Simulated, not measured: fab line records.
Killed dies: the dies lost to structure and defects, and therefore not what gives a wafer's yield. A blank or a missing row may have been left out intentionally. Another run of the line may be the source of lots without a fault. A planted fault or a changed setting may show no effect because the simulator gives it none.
Comparing a struck lot with a sound one | flow nand_harc | 24 steps out of a route of 1302
Sound: these wafers, L431.1, L431.3, L431.6. Struck: wafer L434.6 (left out: L434.2, a lot-mate that was not struck); the cause follows at the end.
At each step with rows: each side's tool, then ch and its chambers, then its first start. Under that, the readings that differ: sound wafers | struck wafers | difference of the means | sigmas: that difference in standard deviations of wafers without a fault.
alike: readings whose means differ by less than 2 such deviations, and words and numbers that are the same on both sides. not compared: withheld readings, readings that some wafer has no value for, bounds like >300 that may hide the same value, and numbers for which the record gives no deviation and whose values overlap.
Wherever a step has rows on one side only, a row that says differs or no value, or a row with sigmas, the two part there. Numbers that have no deviation but don't overlap get no sigmas and don't part them. Lack of a reading on every wafer of one side parts them only where that side has two or more wafers.

first, 4 steps without rows for these wafers: NHARC_P_GATE_PRECLEAN_71 (cleans in SC1); NHARC_P_GATE_SRD_72; NHARC_P_GATE_OXIDE_16 (material SiO2, target thk 3 nm, ox time 392 s); NHARC_P_GATE_CVD_17 (deposits poly-Si, target thk 150 nm, time 900 s).
NHARC_P_GATE_HM_DEP_102: deposits aC, target thk 120 nm.
  sound on acl_dep-01 ch 0, day 5 15:04; struck on acl_dep-02 ch 0, day 9 06:04
  alike: throttle_valve_pct
NHARC_P_GATE_DEP_103: deposits SiON, target thk 30 nm.
  sound on pecvd-03 ch 1,2, day 5 15:44; struck on pecvd-01 ch 0, day 9 06:39
  alike: heater_power_w
then, 6 steps without rows for these wafers: NHARC_P_GATE_DEHYDRATE_18 (time 120 s); NHARC_P_GATE_HMDS_19 (time 30 s); NHARC_P_GATE_COAT_20 (resist thk 90 nm); NHARC_P_GATE_SOFTBAKE_21 (time 55 s); NHARC_P_GATE_EBR_22; NHARC_P_GATE_EXPOSE_23 (exposes mask P GATE, target cd 120 nm).
NHARC_P_GATE_PEB_24: peb time 65 s.
  sound on litho_track-06 ch 0, day 5 16:20; struck on litho_track-06 ch 0, day 9 07:19
  reading                  | sound             | struck | difference | sigmas
  heater_power_total_W (W) | 156.1 156.2 157.1 | 164.0  | +7.5       | +18
then, 1 step without rows for these wafers: NHARC_P_GATE_DEVELOP_25 (develop time 35 s).
NHARC_P_GATE_CD_MEAS_26: the cd target is 120 nm.
  sound on cd_sem-03 ch 0, day 5 16:25; struck on cd_sem-03 ch 0, day 9 07:24
  reading    | sound             | struck | difference | sigmas
  cd_nm (nm) | 119.8 119.4 120.7 | 123.4  | +3.4       | +5
NHARC_P_GATE_OVL_MEAS_27:
  sound: overlay-01 at day 5 16:29; struck: overlay-02 at day 9 07:29
  alike: overlay_x_nm, overlay_y_nm
NHARC_P_GATE_INSPECT_28:
  sound: defect_inspect-01 at day 5 16:32; struck: defect_inspect-02 at day 9 07:31
  alike: raw_defect_count
NHARC_P_GATE_DESCUM_31: chemistry O2, time 3 s.
  sound on rie_diel-11 ch 1,2, day 5 16:35; struck on rie_diel-09 ch 1, day 9 07:36
  reading                 | sound             | struck | difference | sigmas
  model.P_GATE.cd_nm (nm) | 119.4 119.1 120.2 | 123    | +3         |
  alike: drypump_motor_current_A, oes_product_au, rf_vpp_V, showerhead_plenum_p_Torr, throttle_valve_pct
  not compared: rf_hours_counter_h
NHARC_P_GATE_ETCH_104: etches the open film in CF4/CHF3, target depth 60 nm.
  sound on rie_diel-11 ch 0,2,3, day 5 16:41; struck on rie_diel-09 ch 2, day 9 07:40
  alike: bias_w, drypump_motor_current_A, oes_product_au, rf_vpp_V, showerhead_plenum_p_Torr, throttle_valve_pct
NHARC_P_GATE_HM_OPEN_105: chemistry O2/COS, target depth 360 nm.
  sound on rie_diel-11 ch 0,1; struck on rie_diel-09 ch 2
  alike: bias_w, cos_flow_sccm, drypump_motor_current_A, oes_product_au, rf_vpp_V, showerhead_plenum_p_Torr, throttle_valve_pct
  not compared: rf_hours_counter_h
then, 1 step without rows for these wafers: NHARC_P_GATE_STRIP_106 (strips in O2/COS).
NHARC_P_GATE_ETCH_114: etches the open film in CF4/O2, target depth 30 nm, overetch 3 nm, time 16.5 s.
  sound on rie_diel-11 ch 0,1,3; struck on rie_diel-09 ch 0
  reading                 | sound             | struck | difference | sigmas
  bias_w (W)              | 100.0 99.3 99.5   | 100.3  | +0.7       | +2
  rf_vpp_V (V)            | 199.3 198.9 197.8 | 195.6  | -3.1       | -2
  model.P_GATE.cd_nm (nm) | 121.8 117.8 122.2 | 123.4  | +2.8       |
  alike: drypump_motor_current_A, oes_product_au, showerhead_plenum_p_Torr, throttle_valve_pct
  not compared: rf_hours_counter_h
NHARC_P_GATE_ETCH_32: etches the open film in HBr/Cl2, target depth 150 nm, time 100.1 s.
  sound on rie_si-03 ch 0,2,3, day 5 17:04; struck on rie_si-03 ch 1, day 9 08:02
  alike: bias_w, drypump_motor_current_A, oes_product_au, throttle_valve_pct
  not compared: rf_hours_counter_h
NHARC_END_SORT_01:
  the record has rows for the sound wafers here (prober-02 ch 0, day 25 08:00) and none for the struck ones

## WHERE THEY PART
First at NHARC_P_GATE_PEB_24; last, within this record, at NHARC_END_SORT_01.

WHY: the cause the simulator had injected
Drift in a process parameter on litho_track-06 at NHARC_P_GATE_PEB_24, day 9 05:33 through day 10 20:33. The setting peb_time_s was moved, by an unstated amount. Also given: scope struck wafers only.
